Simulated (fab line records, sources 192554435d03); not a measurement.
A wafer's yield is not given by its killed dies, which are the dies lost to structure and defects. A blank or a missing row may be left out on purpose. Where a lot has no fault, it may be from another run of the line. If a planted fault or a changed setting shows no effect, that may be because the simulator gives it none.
Matching of chambers + flow n5 finfet + N5_MOL_CONTACT_COAG_CO_FILL_22 on cvd co-01 has 3 sister chambers
The step material Co, precursor CCTBA/H2, target thk 20 nm. 6 wafers are shown with their chamber, then 12 later ones without.

## EACH WAFER AND ITS CHAMBER
| wafer  | chamber | heater power w (W) |
|--------|---------|--------------------|
| L086.2 | 2       | 254                |
| L088.1 | 1       | 213                |
| L088.2 | 2       | 255                |
| L091.1 | 1       | 214                |
| L091.3 | 0       | 255                |
| L091.4 | 0       | 252                |

## WAFERS WITHOUT THEIR CHAMBER
| wafer  | heater power w (W) |
|--------|--------------------|
| L092.1 | 248                |
| L092.3 | 211                |
| L092.6 | 208                |
| L094.2 | 254                |
| L094.3 | 210                |
| L094.6 | 251                |
| L096.1 | 253                |
| L096.3 | 256                |
| L096.4 | 254                |
| L097.1 | 247                |
| L097.2 | 207                |
| L097.5 | 262                |

## WHICH CHAMBER EACH WENT THROUGH
| wafer  | from the rows above     | in truth |
|--------|-------------------------|----------|
| L092.1 | can't be placed: 0 or 2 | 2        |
| L092.3 | 1                       | 1        |
| L092.6 | 1                       | 1        |
| L094.2 | can't be placed: 0 or 2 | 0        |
| L094.3 | 1                       | 1        |
| L094.6 | can't be placed: 0 or 2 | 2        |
| L096.1 | can't be placed: 0 or 2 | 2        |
| L096.3 | can't be placed: 2 or 0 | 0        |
| L096.4 | can't be placed: 0 or 2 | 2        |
| L097.1 | can't be placed: 0 or 2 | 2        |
| L097.2 | 1                       | 1        |
| L097.5 | can't be placed: 2 or 0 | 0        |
Correctly placed: 4 of 12. From these rows, 8 cannot be placed; in 8 the true chamber is one of the candidates. Placed wrongly: 0.
How it was worked out, from the rows above alone: a wafer's distance from a chamber is the root of the sum, over the readings, of the square of ((its reading less the chamber's mean) divided by the reading's scatter). The wafer belongs to the nearest chamber; if the next one is less than 2 further off, it can't be placed. For every chamber, the mean is computed from those of its wafers that are shown. How the scatter is found: for the shown wafers, subtract from each reading the mean of its chamber, square and add these, divide the total by (wafers less chambers), then take the root.
